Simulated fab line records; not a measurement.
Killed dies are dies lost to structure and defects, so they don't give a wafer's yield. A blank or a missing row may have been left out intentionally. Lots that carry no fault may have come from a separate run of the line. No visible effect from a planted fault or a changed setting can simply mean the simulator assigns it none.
fab line records	flow n5_finfet	part 1 of 2: steps 1 to 21 of 28
record: lots: 5	wafers: 15	last_day: 18
route steps=1938 shown BEOL_M10@1491
lots with no fault: from the same line, run without faults
start_h: hours from the record's first day to the start of the lot's first wafer shown	wait_h: hours since the lot's step before	" the same as in the row above	L1.1+2: a row that stands for several wafers	- value missing, or start not given	* or withheld: withheld	< > ~ a bound
route shown NAME@n: a module of which the file shows steps, and the number in the route of the first	usual: average and standard deviation across the fault-free wafers	same: alike in all rows	chamber/n: place in a boat	sites: each site's reading	_std_site: standard deviation of those values	_edge_site: mean of outer sites minus mean of inner sites	radius_mm: for every site, how far away it sits from the centre of the wafer	mask NAME#n: copy n	behind: the most recent tool/chamber to have shaped the wafer	hold: why the lot went on hold/how many hours it stayed there/how the hold came to an end	device: whichever transistor did not switch (one of n, p or np)	end of line: tests run on the same wafers once the route is complete	a step without rows: its recipe alone	killed: count of dies lost to structure and defects at first sort (not the wafer's yield)	map: shows each die of a wafer: x if killed, . if not, _ if none is there
set.NAME: the setting as run; set.NAME@STEP: as run at that earlier step	model.NAME: the simulator's own value behind a step, which no gauge read
certain route steps with their lots: each step a table, each wafer a row
services: the hour from which a tool's chamber was out of use, counted from the record's first day as start_h (under 0 if before that day), plus the number of hours and why
== steps ==
step: N5_BEOL_M10_HM_OPEN_17
recipe: chemistry: Cl2/BCl3	target_depth_a: 200	overetch_a: 60	target: TiN	mask_material: SOC	ion_energy_ev: 150	pressure_mtorr: 10	icp_w: 1000	bias_w: 126	Cl2_flow_sccm: 53.25	bcl3_flow_sccm: 21.75	Ar_flow_sccm: 25
usual: drypump_motor_current_A: 5.6/0.41	mfc_ar_sccm: 25.00/0.079	oes_product_au: 0.69/0.09	throttle_valve_pct: 22.37/0.16
lot.wafer	tool	chamber	start_h	wait_h	drypump_motor_current_A	mfc_ar_sccm	oes_product_au	rf_hours_counter_h	throttle_valve_pct
L082.1	rie_metal-01	0	260.90	0.0	6.1	25.06	0.75	14	22.45
L082.2	"	1	"	"	5.1	25.16	0.74	19	22.42
L082.5	"	0	"	"	6.1	25.11	0.76	-	22.47
L085.1	rie_metal-02	1	297.46	0.0	5.7	24.91	0.75	10	22.32
L085.3	"	1	"	"	5.7	24.92	0.76	-	22.33
L085.5	"	0	"	"	5.4	25.05	0.54	-	22.21
L088.2	rie_metal-01	1	311.60	0.0	5.1	24.88	0.72	23	22.45
L088.3	"	1	"	"	5.1	24.88	0.72	-	22.47
L088.6	"	1	"	"	5.1	24.83	0.72	-	22.45
L093.1	rie_metal-01	0	329.74	0.0	6.1	24.91	0.73	19	22.49
L093.3	"	1	"	"	5.1	25.10	0.72	-	22.45
L093.5	"	0	"	"	6.1	24.91	0.73	-	22.46
L097.2	rie_metal-01	0	378.84	0.0	6.1	24.99	0.70	25	22.50
L097.4	"	0	"	"	6.1	24.92	0.70	-	22.49
L097.5	"	1	"	"	5.1	25.03	0.70	-	22.47
step: N5_BEOL_M10_STRIP_19
recipe: chemistry: O2	power_w: 400	temp_c: 40	pressure_mtorr: 30	rf_frequency_hz: 6e+07	bias_power_w: 0	overash_fraction: 0.2	o2_flow_sccm: 225
usual: drypump_motor_current_A: 5.59/0.24	oes_product_au: 0.79/0.076	rf_vpp_V: 3.7/0.61	showerhead_plenum_p_Torr: 2.12/0.067	throttle_valve_pct: 16.66/0.28
same: overash_fraction: 0.2
lot.wafer	tool	chamber	start_h	wait_h	drypump_motor_current_A	oes_product_au	rf_hours_counter_h	rf_vpp_V	showerhead_plenum_p_Torr	throttle_valve_pct
L082.1	rie_diel-03	3	261.01	0.1	5.15	0.71	193	3.7	2.10	16.81
L082.2	"	2	"	"	6.25	0.70	234	4.3	2.09	16.98
L082.5	"	1	"	"	5.76	0.75	-	4.3	2.12	16.75
L085.1	rie_diel-01	2	297.58	0.1	5.67	0.92	14	3.5	2.17	16.72
L085.3	"	1	"	"	5.47	0.71	222	4.7	2.16	16.93
L085.5	"	0	"	"	5.71	0.80	-	2.7	2.21	16.40
L088.2	rie_diel-03	0	311.85	0.2	5.36	0.87	37	4.6	2.14	16.78
L088.3	"	1	"	"	5.76	0.74	164	3.0	2.12	16.78
L088.6	"	1	"	"	5.76	0.74	-	4.2	2.12	16.78
L093.1	rie_diel-03	0	329.87	0.1	5.29	0.86	43	3.7	2.14	16.79
L093.3	"	1	"	"	5.77	0.73	172	3.6	2.12	16.81
L093.5	"	0	"	"	5.27	0.86	-	4.5	2.14	16.78
L097.2	rie_diel-01	3	378.96	0.1	5.50	0.80	114	3.5	2.01	16.37
L097.4	"	2	"	"	5.66	0.87	41	4.0	2.16	16.77
L097.5	"	0	"	"	5.75	0.78	-	3.5	2.20	16.44
step: N5_BEOL_M10_CD_MEAS_18
recipe: pitch_nm: 140	target_cd_nm: 70
usual: cd_nm: 70.3/0.56
lot.wafer	tool	chamber	start_h	wait_h	cd_nm
L082.1	cd_sem-03	-	261.08	0.0	70.0
L082.2	"	-	"	"	70.1
L082.5	"	-	"	"	69.8
L085.1	cd_sem-03	-	297.65	0.0	70.0
L085.3	"	-	"	"	69.8
L085.5	"	-	"	"	70.4
L088.2	cd_sem-03	-	311.93	0.1	69.9
L088.3	"	-	"	"	70.6
L088.6	"	-	"	"	70.6
L093.1	cd_sem-03	-	329.94	0.0	71.5
L093.3	"	-	"	"	69.9
L093.5	"	-	"	"	70.2
L097.2	cd_sem-02	-	379.03	0.1	70.3
L097.4	"	-	"	"	70.7
L097.5	"	-	"	"	69.3
step: N5_BEOL_M10_COAT_63
recipe: resist: SOC	temp_c: 250	time_s: 60	spin_rpm: 1500	resist_thk_nm: 100
usual: heater_power_total_W: 500.4/1.9
lot.wafer	tool	chamber	start_h	wait_h	heater_power_total_W
L082.1	litho_track-01	0	263.76	2.7	501.7
L082.2	"	0	"	"	503.3
L082.5	"	0	"	"	502.4
L085.1	litho_track-01	0	297.74	0.1	502.9
L085.3	"	0	"	"	503.1
L085.5	"	0	"	"	500.2
L088.2	litho_track-01	0	312.73	0.8	497.3
L088.3	"	0	"	"	499.4
L088.6	"	0	"	"	498.9
L093.1	litho_track-03	0	331.01	1.1	503.0
L093.3	"	0	"	"	500.5
L093.5	"	0	"	"	501.8
L097.2	litho_track-03	0	379.07	0.0	502.7
L097.4	"	0	"	"	501.3
L097.5	"	0	"	"	498.5
step: N5_BEOL_M10_COAT_64
recipe: resist: SiARC	temp_c: 220	time_s: 60	spin_rpm: 1500	resist_thk_nm: 30
usual: heater_power_total_W: 427.5/2.1
lot.wafer	tool	chamber	start_h	wait_h	heater_power_total_W
L082.1	litho_track-01	0	-	-	430.2
L082.2	"	0	"	"	428.8
L082.5	"	0	"	"	425.5
L085.1	litho_track-01	0	-	-	425.0
L085.3	"	0	"	"	427.2
L085.5	"	0	"	"	425.5
L088.2	litho_track-01	0	-	-	424.8
L088.3	"	0	"	"	428.9
L088.6	"	0	"	"	425.4
L093.1	litho_track-03	0	-	-	424.5
L093.3	"	0	"	"	425.6
L093.5	"	0	"	"	429.4
L097.2	litho_track-03	0	-	-	428.4
L097.4	"	0	"	"	425.8
L097.5	"	0	"	"	427.7
step: N5_BEOL_M10_COAT_22
recipe: resist: CAR-ArF	spin_rpm: 1500	resist_thk_nm: 90
lot.wafer	tool	chamber	start_h	wait_h
L082.1+2+5	litho_track-01	0	-	-
L085.1+3+5	litho_track-01	0	-	-
L088.2+3+6	litho_track-01	0	-	-
L093.1+3+5	litho_track-03	0	-	-
L097.2+4+5	litho_track-03	0	-	-
step: N5_BEOL_M10_EBR_24
recipe: solvent: PGMEA	ebr_width_mm: 1.5
lot.wafer	tool	chamber	start_h	wait_h
L082.1+2+5	litho_track-01	0	-	-
L085.1+3+5	litho_track-01	0	-	-
L088.2+3+6	litho_track-01	0	-	-
L093.1+3+5	litho_track-03	0	-	-
L097.2+4+5	litho_track-03	0	-	-
step: N5_BEOL_M10_SOFTBAKE_23
recipe: temp_c: 110	time_s: 60	resist: CAR-ArF
usual: heater_power_total_W: 175.0/1.6
lot.wafer	tool	chamber	start_h	wait_h	heater_power_total_W
L082.1	litho_track-01	0	-	-	175.4
L082.2	"	0	"	"	173.9
L082.5	"	0	"	"	173.2
L085.1	litho_track-01	0	-	-	173.6
L085.3	"	0	"	"	173.7
L085.5	"	0	"	"	176.0
L088.2	litho_track-01	0	-	-	175.2
L088.3	"	0	"	"	173.6
L088.6	"	0	"	"	173.0
L093.1	litho_track-03	0	-	-	174.7
L093.3	"	0	"	"	173.0
L093.5	"	0	"	"	175.6
L097.2	litho_track-03	0	-	-	176.7
L097.4	"	0	"	"	173.1
L097.5	"	0	"	"	176.5
step: N5_BEOL_M10_EXPOSE_25
recipe: mask_id: V9	na: 1.35	source_shape: annular	sigma_inner: 0.5	sigma_outer: 0.8	polarization: unpolarized	dose_mj: 85.5
lot.wafer	tool	chamber	start_h	wait_h	mask
L082.1+2+5	arfi_scanner-02	0	263.88	-	V9#0
L085.1+3+5	arfi_scanner-02	0	297.86	-	V9#0
L088.2+3+6	arfi_scanner-03	0	312.98	-	V9#0
L093.1+3+5	arfi_scanner-01	0	331.42	-	V9#0
L097.2+4+5	arfi_scanner-03	0	379.32	-	V9#0
step: N5_BEOL_M10_PEB_26
recipe: peb_temp_c: withheld	peb_time_s: 60	resist: CAR-ArF
lot.wafer	tool	chamber	start_h	wait_h
L082.1+2+5	litho_track-01	0	263.94	0.1
L085.1+3+5	litho_track-05	0	297.93	0.1
L088.2+3+6	litho_track-03	0	313.04	0.1
L093.1+3+5	litho_track-05	0	331.48	0.1
L097.2+4+5	litho_track-03	0	379.38	0.1
step: N5_BEOL_M10_DEVELOP_27
recipe: develop_time_s: 30	developer: TMAH	resist: CAR-ArF	rinse_liquid: diw	dry: air_spin	dev_temp_c: 23
lot.wafer	tool	chamber	start_h	wait_h
L082.1+2+5	litho_track-01	0	-	-
L085.1+3+5	litho_track-05	0	-	-
L088.2+3+6	litho_track-03	0	-	-
L093.1+3+5	litho_track-05	0	-	-
L097.2+4+5	litho_track-03	0	-	-
step: N5_BEOL_M10_CD_MEAS_28
recipe: target_cd_nm: 70	landing_energy_ev: 500	detector: se_inlens	polarity: opening
usual: cd_nm: 69.7/1
lot.wafer	tool	chamber	start_h	wait_h	cd_nm
L082.1	cd_sem-02	0	264.01	-	69.8
L082.2	"	0	"	"	69.7
L082.5	"	0	"	"	69.5
L085.1	cd_sem-03	0	298.00	-	69.9
L085.3	"	0	"	"	70.8
L085.5	"	0	"	"	69.4
L088.2	cd_sem-02	0	313.11	-	69.6
L088.3	"	0	"	"	71.5
L088.6	"	0	"	"	70.1
L093.1	cd_sem-03	0	331.55	-	69.9
L093.3	"	0	"	"	72.1
L093.5	"	0	"	"	71.7
L097.2	cd_sem-03	0	379.44	-	70.3
L097.4	"	0	"	"	71.3
L097.5	"	0	"	"	70.0
step: N5_BEOL_M10_OVL_MEAS_29
recipe: points_per_wafer: 44
usual: V9_OVL: -0.3/0.78
lot.wafer	tool	chamber	start_h	wait_h	V9_OVL[nm]
L082.1	overlay-01	0	264.04	0.0	0.3
L082.2	"	0	"	"	0.3
L082.5	"	0	"	"	0.2
L085.1	overlay-01	0	298.03	0.0	-0.6
L085.3	"	0	"	"	0.7
L085.5	"	0	"	"	0.3
L088.2	overlay-01	0	313.15	0.0	-1.2
L088.3	"	0	"	"	-0.1
L088.6	"	0	"	"	-0.3
L093.1	overlay-01	0	331.58	0.0	0.5
L093.3	"	0	"	"	-0.3
L093.5	"	0	"	"	0.2
L097.2	overlay-02	0	379.47	0.0	1.3
L097.4	"	0	"	"	-0.6
L097.5	"	0	"	"	-0.6
step: N5_BEOL_M10_INSPECT_30
recipe: mode: adi	inspect_instrument: brightfield
usual: raw_defect_count: 402/88
lot.wafer	tool	chamber	start_h	wait_h	raw_defect_count
L082.1	defect_inspect-02	-	264.06	0.0	418
L082.2	"	-	"	"	424
L082.5	"	-	"	"	400
L085.1	defect_inspect-01	-	298.05	0.0	444
L085.3	"	-	"	"	379
L085.5	"	-	"	"	425
L088.2	defect_inspect-02	-	313.17	0.0	444
L088.3	"	-	"	"	574
L088.6	"	-	"	"	522
L093.1	defect_inspect-01	-	331.60	0.0	351
L093.3	"	-	"	"	351
L093.5	"	-	"	"	399
L097.2	defect_inspect-02	-	379.50	0.0	226
L097.4	"	-	"	"	304
L097.5	"	-	"	"	280
step: N5_BEOL_M10_DESCUM_33
recipe: chemistry: O2	time_s: 7.9	source_power_w: 50	bias_power_w: 20	pressure_mtorr: 20	rf_frequency_hz: 2.712e+07	temp_c: 40	resist: CAR-ArF	o2_flow_sccm: 225
usual: drypump_motor_current_A: 5.6/0.31	oes_product_au: 0.80/0.088	rf_vpp_V: 243.4/1.2	showerhead_plenum_p_Torr: 2.11/0.059	throttle_valve_pct: 20.48/0.26
lot.wafer	tool	chamber	start_h	wait_h	drypump_motor_current_A	oes_product_au	rf_hours_counter_h	rf_vpp_V	showerhead_plenum_p_Torr	throttle_valve_pct
L082.1	rie_diel-06	1	264.10	0.0	5.6	0.69	250	243.5	2.13	20.82
L082.2	"	3	"	"	5.1	0.70	202	244.6	2.18	20.98
L082.5	"	1	"	"	5.6	0.69	-	244.2	2.13	20.82
L085.1	rie_diel-03	3	298.09	0.0	5.1	0.69	204	242.7	2.09	20.61
L085.3	"	1	"	"	5.8	0.74	160	245.2	2.12	20.55
L085.5	"	1	"	"	5.8	0.74	-	242.9	2.12	20.56
L088.2	rie_diel-01	1	313.26	0.1	5.5	0.72	229	242.7	2.15	20.62
L088.3	"	0	"	"	5.7	0.79	111	244.9	2.20	20.15
L088.6	"	2	"	"	5.7	0.91	-	244.0	2.16	20.58
L093.1	rie_diel-06	3	331.73	0.1	5.1	0.68	224	241.3	2.17	21.00
L093.3	"	2	"	"	5.5	0.78	125	243.8	2.08	20.44
L093.5	"	1	"	"	5.6	0.92	-	243.1	2.12	20.46
L097.2	rie_diel-03	3	379.57	0.1	5.1	0.68	236	241.9	2.08	20.65
L097.4	"	0	"	"	5.3	0.83	63	243.6	2.13	20.63
L097.5	"	3	"	"	5.1	0.68	-	242.5	2.08	20.66
step: N5_BEOL_M10_ETCH_65
recipe: chemistry: CF4	target: SiARC	target_depth_a: 390	mask_material: CAR-ArF	time_s: 65	ion_energy_ev: 80	pressure_mtorr: 40	source_w: 545	bias_w: 36	Ar_flow_sccm: 100	cf4_flow_sccm: 100	ends: cleared
usual: drypump_motor_current_A: 5.6/0.3	etch_rf_on_time_s: 65.0/1.8	mfc_ar_sccm: 100.0/0.31	oes_product_au: 0.68/0.074	rf_vpp_V: 184.2/1	showerhead_plenum_p_Torr: 2.16/0.051	throttle_valve_pct: 15.65/0.24
lot.wafer	tool	chamber	start_h	wait_h	drypump_motor_current_A	etch_rf_on_time_s	mfc_ar_sccm	oes_product_au	rf_hours_counter_h	rf_vpp_V	showerhead_plenum_p_Torr	throttle_valve_pct
L082.1	rie_diel-06	1	264.13	0.0	5.7	64.3	100.4	0.60	250	183.3	2.18	16.06
L082.2	"	3	"	"	5.1	64.4	99.9	0.60	202	185.9	2.23	16.13
L082.5	"	1	"	"	5.6	65.3	100.4	0.60	-	184.4	2.18	16.04
L085.1	rie_diel-03	3	298.12	0.0	5.1	66.5	99.9	0.59	204	184.3	2.13	15.76
L085.3	"	1	"	"	5.8	66.1	99.8	0.62	160	184.0	2.15	15.66
L085.5	"	1	"	"	5.7	66.6	99.8	0.62	-	183.6	2.15	15.65
L088.2	rie_diel-01	1	313.29	0.0	5.5	63.9	100.3	0.62	229	186.5	2.21	15.93
L088.3	"	0	"	"	5.7	64.1	99.7	0.69	111	186.8	2.23	15.30
L088.6	"	2	"	"	5.7	66.1	99.9	0.76	-	184.8	2.19	15.57
L093.1	rie_diel-06	3	331.76	0.0	5.1	65.0	99.7	0.58	224	186.2	2.22	16.16
L093.3	"	2	"	"	5.5	63.4	99.6	0.67	125	185.3	2.15	15.67
L093.5	"	1	"	"	5.6	62.8	100.0	0.81	-	184.8	2.17	15.60
L097.2	rie_diel-03	3	379.61	0.0	5.2	67.3	100.4	0.57	236	182.9	2.12	15.83
L097.4	"	0	"	"	5.3	67.2	100.0	0.68	63	184.0	2.17	15.72
L097.5	"	3	"	"	5.2	67.0	100.4	0.57	-	183.8	2.12	15.82
step: N5_BEOL_M10_ETCH_66
recipe: chemistry: N2/H2	target: SOC	target_depth_a: 1200	overetch_a: 240	mask_material: SiARC	temp_c: 40	time_s: 180	ion_energy_ev: 200	pressure_mtorr: 30	source_w: 840	bias_w: 150	n2_flow_sccm: 200	h2_flow_sccm: 200
usual: drypump_motor_current_A: 5.6/0.31	oes_product_au: 0.64/0.066	rf_vpp_V: 524.3/1.9	showerhead_plenum_p_Torr: 2.56/0.068	throttle_valve_pct: 17.85/0.27
lot.wafer	tool	chamber	start_h	wait_h	drypump_motor_current_A	oes_product_au	rf_hours_counter_h	rf_vpp_V	showerhead_plenum_p_Torr	throttle_valve_pct
L082.1	rie_diel-06	1	264.18	0.0	5.6	0.57	250	524.8	2.59	18.22
L082.2	"	3	"	"	5.1	0.57	202	523.8	2.64	18.46
L082.5	"	1	"	"	5.6	0.57	-	525.8	2.59	18.23
L085.1	rie_diel-03	3	298.17	0.0	5.1	0.57	204	523.1	2.53	18.02
L085.3	"	1	"	"	5.8	0.60	160	524.2	2.52	17.67
L085.5	"	1	"	"	5.7	0.59	-	524.4	2.52	17.68
L088.2	rie_diel-01	1	313.34	0.0	5.5	0.58	229	524.6	2.63	18.12
L088.3	"	0	"	"	5.7	0.64	111	527.7	2.69	17.63
L088.6	"	2	"	"	5.7	0.72	-	523.7	2.61	17.92
L093.1	rie_diel-06	3	331.81	0.0	5.1	0.56	224	526.3	2.63	18.49
L093.3	"	2	"	"	5.5	0.63	125	524.6	2.55	17.88
L093.5	"	1	"	"	5.6	0.74	-	525.3	2.58	17.82
L097.2	rie_diel-03	3	379.66	0.0	5.2	0.55	236	523.3	2.52	18.08
L097.4	"	0	"	"	5.3	0.66	63	526.1	2.55	17.69
L097.5	"	3	"	"	5.1	0.56	-	522.4	2.52	18.07
step: N5_BEOL_M10_STRIP_69
recipe: chemistry: N2/H2	temp_c: 40	n2_flow_sccm: 200	h2_flow_sccm: 200	rf_frequency_hz: 6e+07
lot.wafer	tool	chamber	start_h	wait_h
L082.1+2+5	rie_diel-06	1,3,1	264.30	0.1
L085.1+3+5	rie_diel-03	3,1,1	298.29	0.1
L088.2+3+6	rie_diel-01	1,0,2	313.46	0.1
L093.1+3+5	rie_diel-06	3,2,1	331.92	0.1
L097.2+4+5	rie_diel-03	3,0,3	379.77	0.1
step: N5_BEOL_M10_VIA_ETCH_34
recipe: chemistry: C4F6/O2	target: SiCOH_lowk	target_depth_a: 1845	mask_material: SOC	taper_deg: 4	time_s: 69.2	ion_energy_ev: 250	pressure_mtorr: 30	source_w: 345	bias_w: 185	Ar_flow_sccm: 300	C4F6_flow_sccm: 10	O2_flow_sccm: 10
usual: drypump_motor_current_A: 5.6/0.31	mfc_ar_sccm: 299.9/0.98	oes_product_au: 0.79/0.088	rf_vpp_V: 662/13	showerhead_plenum_p_Torr: 2.87/0.071	throttle_valve_pct: 20.94/0.26
lot.wafer	tool	chamber	start_h	wait_h	drypump_motor_current_A	mfc_ar_sccm	oes_product_au	rf_hours_counter_h	rf_vpp_V	showerhead_plenum_p_Torr	throttle_valve_pct
L082.1	rie_diel-06	1	264.31	0.0	5.6	301.7	0.69	250	648	2.90	21.28
L082.2	"	3	"	"	5.1	298.4	0.68	202	633	2.96	21.48
L082.5	"	1	"	"	5.6	301.4	0.69	-	648	2.90	21.29
L085.1	rie_diel-03	3	298.30	0.0	5.1	299.4	0.70	204	660	2.82	20.95
L085.3	"	1	"	"	5.8	299.2	0.74	160	684	2.83	20.81
L085.5	"	1	"	"	5.8	298.7	0.73	-	682	2.83	20.81
L088.2	rie_diel-01	1	313.47	0.0	5.5	299.2	0.72	229	668	2.92	21.11
L088.3	"	0	"	"	5.7	299.5	0.79	111	664	2.96	20.52
L088.6	"	2	"	"	5.7	299.9	0.89	-	677	2.91	20.93
L093.1	rie_diel-06	3	331.93	0.0	5.1	302.4	0.68	224	634	2.95	21.54
L093.3	"	2	"	"	5.5	300.5	0.78	125	675	2.85	20.97
L093.5	"	1	"	"	5.7	299.7	0.94	-	649	2.89	20.97
L097.2	rie_diel-03	3	379.78	0.0	5.2	299.6	0.68	236	661	2.81	21.02
L097.4	"	0	"	"	5.3	300.3	0.81	63	667	2.91	21.20
L097.5	"	3	"	"	5.2	301.4	0.68	-	658	2.81	20.98
step: N5_BEOL_M10_STRIP_73
recipe: chemistry: C4F6/O2	resist: SiARC	rf_frequency_hz: 6e+07
lot.wafer	tool	chamber	start_h	wait_h
L082.1+2+5	rie_diel-06	1,3,1	264.36	0.0
L085.1+3+5	rie_diel-03	3,1,1	298.35	0.0
L088.2+3+6	rie_diel-01	1,0,2	313.52	0.0
L093.1+3+5	rie_diel-06	3,2,1	331.99	0.0
L097.2+4+5	rie_diel-03	3,0,3	379.83	0.0
step: N5_BEOL_M10_STRIP_36
recipe: chemistry: N2/H2	power_w: 450	temp_c: 40	pressure_mtorr: 20	rf_frequency_hz: 6e+07	overash_fraction: 0.3	bias_power_w: 7	h2_frac: 0.5	n2_flow_sccm: 200	h2_flow_sccm: 200
usual: drypump_motor_current_A: 5.6/0.31	oes_product_au: 0.80/0.089	rf_vpp_V: 59.1/1.8	showerhead_plenum_p_Torr: 2.56/0.068	throttle_valve_pct: 23.7/0.35
same: overash_fraction: 0.3
lot.wafer	tool	chamber	start_h	wait_h	drypump_motor_current_A	oes_product_au	rf_hours_counter_h	rf_vpp_V	showerhead_plenum_p_Torr	throttle_valve_pct
L082.1	rie_diel-06	1	264.37	0.0	5.6	0.69	250	59.7	2.59	24.0
L082.2	"	3	"	"	5.1	0.68	202	59.7	2.63	24.5
L082.5	"	1	"	"	5.7	0.70	-	60.4	2.59	24.0
L085.1	rie_diel-03	3	298.36	0.0	5.2	0.70	204	60.1	2.53	23.9
L085.3	"	1	"	"	5.8	0.73	160	54.7	2.52	23.4
L085.5	"	1	"	"	5.8	0.73	-	56.8	2.52	23.4
L088.2	rie_diel-01	1	313.53	0.0	5.5	0.71	229	61.0	2.62	23.8
L088.3	"	0	"	"	5.8	0.80	111	58.3	2.68	23.5
L088.6	"	2	"	"	5.7	0.91	-	57.6	2.60	24.0
L093.1	rie_diel-06	3	332.00	0.0	5.1	0.67	224	57.5	2.62	24.5
L093.3	"	2	"	"	5.5	0.76	125	60.9	2.55	23.7
L093.5	"	1	"	"	5.7	0.92	-	59.2	2.58	23.7
L097.2	rie_diel-03	3	379.84	0.0	5.1	0.69	236	59.9	2.52	23.9
L097.4	"	0	"	"	5.3	0.83	63	62.3	2.55	23.3
L097.5	"	3	"	"	5.2	0.67	-	58.8	2.52	23.9
